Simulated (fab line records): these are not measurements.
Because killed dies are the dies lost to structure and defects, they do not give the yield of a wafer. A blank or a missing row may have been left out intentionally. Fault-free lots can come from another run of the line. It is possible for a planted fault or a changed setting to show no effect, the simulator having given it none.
Which of the tools did it?	flow nand-harc	14 lots with 42 wafers sampled at 4 steps, on a route of 1302 steps

WHAT THE GAUGES READ, wafer by wafer
Not one reading of a measure or inspect step in the record can be checked against a usual standard deviation.

WHICH TOOL RAN EACH LOT (tool, then ch and the chambers of the sampled wafers, then the start)
lot	NHARC_A_CHANNEL_HOLE_D1_ETCH_34	NHARC_A_CHANNEL_HOLE_D1_ETCH_16	NHARC_A_CHANNEL_HOLE_D1_ETCH_19	NHARC_A_CHANNEL_HOLE_D1_ETCH_26
L658	rie-diel-09 ch 2,3, day 8 16:48	rie-diel-09 ch 2,3, day 8 17:04	har-etch-02 ch 1, day 8 17:57	har-etch-02 ch 1, day 8 21:43
L657	rie-diel-09 ch 2,3, day 8 18:04	rie-diel-09 ch 2,3, day 8 18:18	har-etch-01 ch 0,1, day 8 19:12	har-etch-01 ch 0,1, day 8 23:01
L659	rie-diel-09 ch 0,2,3, day 9 11:13	rie-diel-09 ch 1,2, day 9 11:58 or earlier	har-etch-01 ch 1, day 9 11:58	har-etch-01 ch 1, day 9 15:44
L661	rie-diel-09 ch 1,2, day 10 05:59	rie-diel-09 ch 0,1, day 10 06:52 or earlier	har-etch-02 ch 0,1, day 10 06:52	har-etch-02 ch 0,1, day 10 10:40
L664	rie-diel-09 ch 2,3, day 11 08:16	rie-diel-09 ch 1,2, day 11 09:02 or earlier	har-etch-02 ch 0,1, day 11 09:02	har-etch-02 ch 0,1, day 11 12:50
L665	rie-diel-09 ch 0,2, day 11 15:57	rie-diel-09 ch 2,3, day 11 16:50 or earlier	har-etch-02 ch 0,1, day 11 16:50	har-etch-02 ch 0,1, day 11 20:38
L666	rie-diel-09 ch 2,3, day 12 10:58	rie-diel-09 ch 2,3, day 12 11:51 or earlier	har-etch-01 ch 0,1, day 12 11:51	har-etch-01 ch 0,1, day 12 15:36
L667	rie-diel-09 ch 0,2, day 12 12:27	rie-diel-09 ch 0,2,3, day 12 15:59 or earlier	har-etch-01 ch 0,1, day 12 15:59	har-etch-01 ch 0,1, day 12 19:48
L668	rie-diel-09 ch 2,3, day 12 20:40	rie-diel-09 ch 0,3, day 12 21:32 or earlier	har-etch-01 ch 1, day 12 21:32	har-etch-01 ch 1, day 13 01:18
L669	rie-diel-09 ch 1,2,3, day 13 08:36	rie-diel-09 ch 0,3, day 13 11:26 or earlier	har-etch-02 ch 0,1, day 13 11:26	har-etch-02 ch 0,1, day 13 15:15
L675	rie-diel-03 ch 0,1,3, day 15 23:32	rie-diel-03 ch 0,2,3, day 16 00:22 or earlier	har-etch-02 ch 0,1, day 16 00:22	har-etch-02 ch 0,1, day 16 04:08
L678	rie-diel-09 ch 2,3, day 17 09:50	rie-diel-09 ch 1,3, day 17 14:13 or earlier	har-etch-02 ch 0,1, day 17 14:13	har-etch-02 ch 0,1, day 17 18:01
L679	rie-diel-09 ch 1,2,3, day 17 22:52	rie-diel-09 ch 0,2,3, day 17 23:40 or earlier	har-etch-01 ch 0,1, day 17 23:40	har-etch-01 ch 0,1, day 18 03:27
L680	rie-diel-07 ch 1,3, day 18 11:21	rie-diel-07 ch 1,3, day 18 13:53 or earlier	har-etch-01 ch 0,1, day 18 13:53	har-etch-01 ch 0,1, day 18 17:42
- NHARC_A_CHANNEL_HOLE_D1_ETCH_34: etches the open film in CF4/CHF3, target depth 154 nm, time 77 s.
- NHARC_A_CHANNEL_HOLE_D1_ETCH_16: etches the open film in O2/COS, target depth 3100 nm, time 806 s.
- NHARC_A_CHANNEL_HOLE_D1_ETCH_19: etches the open film in C4F8/O2/Ar, time 34.5 s.
- NHARC_A_CHANNEL_HOLE_D1_ETCH_26: etches the open film in C4F8/O2/Ar, time 224.1 s, target depth 300 nm.

AS READ BY THE TOOLS THEMSELVES (means over the sampled wafers that have a number; for cases with no such wafer, the mark the record gives instead)
NHARC_A_CHANNEL_HOLE_D1_ETCH_34. Usual: chamber-pressure-mTorr 24.998 mTorr, standard deviation 0.022; drypump-motor-current-A 5.6 A, standard deviation 0.51; oes-product-au 0.944 a.u., standard deviation 0.024; rf-vpp-V 371.1 V, standard deviation 2; showerhead-plenum-p-Torr 1.59 Torr, standard deviation 0.057; throttle-valve-pct 16.802 %, standard deviation 0.0097.
lot	tool	chamber-pressure-mTorr (mTorr)	drypump-motor-current-A (A)	oes-product-au (a.u.)	rf-vpp-V (V)	showerhead-plenum-p-Torr (Torr)	throttle-valve-pct (%)	flag
L658	rie-diel-09	25.000	5.1	0.941	370.6	1.60	16.802	
L657	rie-diel-09	25.015	5.1	0.919	370.5	1.60	16.808	
L659	rie-diel-09	24.997	5.4	0.945	372.6	1.62	16.810	
L661	rie-diel-09	25.007	6.1	0.931	371.7	1.65	16.807	
L664	rie-diel-09	24.998	5.4	0.922	372.7	1.62	16.805	
L665	rie-diel-09	24.982	5.7	0.966	372.3	1.64	16.803	
L666	rie-diel-09	25.018	5.4	0.915	372.8	1.62	16.800	
L667	rie-diel-09	25.001	5.7	0.927	372.7	1.64	16.805	
L668	rie-diel-09	25.002	5.1	0.892	371.9	1.59	16.803	
L669	rie-diel-09	24.994	5.6	0.897	372.5	1.62	16.807	
L675	rie-diel-03	24.996	5.8	0.925	369.6	1.54	16.803	
L678	rie-diel-09	24.997	5.2	0.914	371.2	1.59	16.803	
L679	rie-diel-09	25.005	5.7	0.930	372.1	1.62	16.810	
L680	rie-diel-07	24.992	5.9	0.976	368.2	1.52	16.796	

NHARC_A_CHANNEL_HOLE_D1_ETCH_16. Usual: chamber-pressure-mTorr 20.000 mTorr, standard deviation 0.018; drypump-motor-current-A 5.6 A, standard deviation 0.5; oes-product-au 0.996 a.u., standard deviation 0.012; rf-vpp-V 314.7 V, standard deviation 1.8; showerhead-plenum-p-Torr 3.15 Torr, standard deviation 0.11; throttle-valve-pct 28.329 %, standard deviation 0.009.
lot	tool	chamber-pressure-mTorr (mTorr)	drypump-motor-current-A (A)	oes-product-au (a.u.)	rf-vpp-V (V)	showerhead-plenum-p-Torr (Torr)	throttle-valve-pct (%)	flag
L658	rie-diel-09	19.997	5.2	0.989	314.7	3.17	28.320	
L657	rie-diel-09	19.984	5.2	0.981	315.2	3.17	28.335	
L659	rie-diel-09	19.991	5.9	0.992	315.8	3.27	28.325	
L661	rie-diel-09	20.000	6.1	1.013	315.4	3.25	28.334	
L664	rie-diel-09	20.005	5.9	1.005	315.1	3.27	28.333	
L665	rie-diel-09	19.998	5.2	0.981	315.9	3.17	28.333	
L666	rie-diel-09	20.011	5.1	0.981	314.9	3.17	28.340	
L667	rie-diel-09	20.007	5.4	0.992	315.3	3.21	28.333	
L668	rie-diel-09	20.004	5.1	0.979	313.8	3.15	28.325	
L669	rie-diel-09	19.995	5.1	0.987	314.5	3.14	28.336	
L675	rie-diel-03	20.008	6.2	0.996	312.8	3.05	28.331	
L678	rie-diel-09	20.025	5.4	0.989	314.9	3.15	28.329	
L679	rie-diel-09	20.004	5.4	0.999	316.1	3.20	28.330	
L680	rie-diel-07	20.022	6.0	1.006	313.2	3.01	28.329	

NHARC_A_CHANNEL_HOLE_D1_ETCH_19. Usual: chamber-pressure-mTorr 15.000 mTorr, standard deviation 0.012; drypump-motor-current-A 5.37 A, standard deviation 0.29; oes-air-line-au 1.001 a.u., standard deviation 0.021; showerhead-plenum-p-Torr 3.69 Torr, standard deviation 0.11; throttle-valve-pct 37.038 %, standard deviation 0.0096.
lot	tool	chamber-pressure-mTorr (mTorr)	drypump-motor-current-A (A)	oes-air-line-au (a.u.)	showerhead-plenum-p-Torr (Torr)	throttle-valve-pct (%)	flag
L658	har-etch-02	14.996	5.73	1.009	3.70	37.037	
L657	har-etch-01	14.995	5.39	1.020	3.63	37.042	
L659	har-etch-01	15.003	5.48	0.994	3.77	37.025	
L661	har-etch-02	14.994	5.23	1.006	3.76	37.040	
L664	har-etch-02	15.006	5.49	1.020	3.72	37.028	
L665	har-etch-02	15.007	5.22	1.004	3.75	37.041	
L666	har-etch-01	14.997	5.42	0.998	3.68	37.039	
L667	har-etch-01	14.994	5.36	1.003	3.61	37.036	
L668	har-etch-01	14.991	5.48	1.012	3.74	37.032	
L669	har-etch-02	14.989	5.23	1.007	3.74	37.045	
L675	har-etch-02	14.998	5.47	1.016	3.68	37.050	
L678	har-etch-02	14.985	5.21	0.998	3.83	37.042	
L679	har-etch-01	14.987	5.35	0.980	3.56	37.041	
L680	har-etch-01	15.010	5.37	1.001	3.56	37.043	

NHARC_A_CHANNEL_HOLE_D1_ETCH_26. Usual: chamber-pressure-mTorr 30.000 mTorr, standard deviation 0.023; drypump-motor-current-A 5.37 A, standard deviation 0.29; oes-air-line-au 0.995 a.u., standard deviation 0.021; showerhead-plenum-p-Torr 3.69 Torr, standard deviation 0.11; throttle-valve-pct 24.586 %, standard deviation 0.0087.
lot	tool	chamber-pressure-mTorr (mTorr)	drypump-motor-current-A (A)	oes-air-line-au (a.u.)	showerhead-plenum-p-Torr (Torr)	throttle-valve-pct (%)	flag
L658	har-etch-02	30.011	5.74	0.974	3.70	24.586	
L657	har-etch-01	29.987	5.37	0.991	3.63	24.592	
L659	har-etch-01	29.995	5.47	0.996	3.77	24.594	
L661	har-etch-02	30.014	5.24	1.021	3.76	24.586	
L664	har-etch-02	29.983	5.47	1.004	3.72	24.585	
L665	har-etch-02	30.016	5.23	0.978	3.76	24.585	
L666	har-etch-01	30.009	5.44	1.003	3.68	24.581	
L667	har-etch-01	29.992	5.37	0.991	3.61	24.592	
L668	har-etch-01	29.999	5.48	0.988	3.75	24.581	
L669	har-etch-02	29.996	5.22	1.013	3.74	24.596	
L675	har-etch-02	30.018	5.46	1.012	3.68	24.586	
L678	har-etch-02	30.000	5.22	1.011	3.83	24.594	
L679	har-etch-01	30.030	5.36	0.982	3.56	24.587	
L680	har-etch-01	30.010	5.36	1.012	3.56	24.589	

THE ANSWER, worked out from the rows above alone
Rule: a lot counts as off when the mean over its wafers that have a number is more than 3 standard deviations away from the usual mean. Also off: a lot with no number at a reading for which 4 or more lots have one. The other lots that the step has rows for count as sound. After the gauges, taken in route order, come the tools' own readings; for these a lot's mean is taken, as printed above. The first step at which some lot is off is used, and at that step the reading that is off furthest; a lot without a number counts as furthest.
No lot is off at any reading shown: from this, nothing can be told.

WHAT WAS PUT IN BY THE SIMULATOR
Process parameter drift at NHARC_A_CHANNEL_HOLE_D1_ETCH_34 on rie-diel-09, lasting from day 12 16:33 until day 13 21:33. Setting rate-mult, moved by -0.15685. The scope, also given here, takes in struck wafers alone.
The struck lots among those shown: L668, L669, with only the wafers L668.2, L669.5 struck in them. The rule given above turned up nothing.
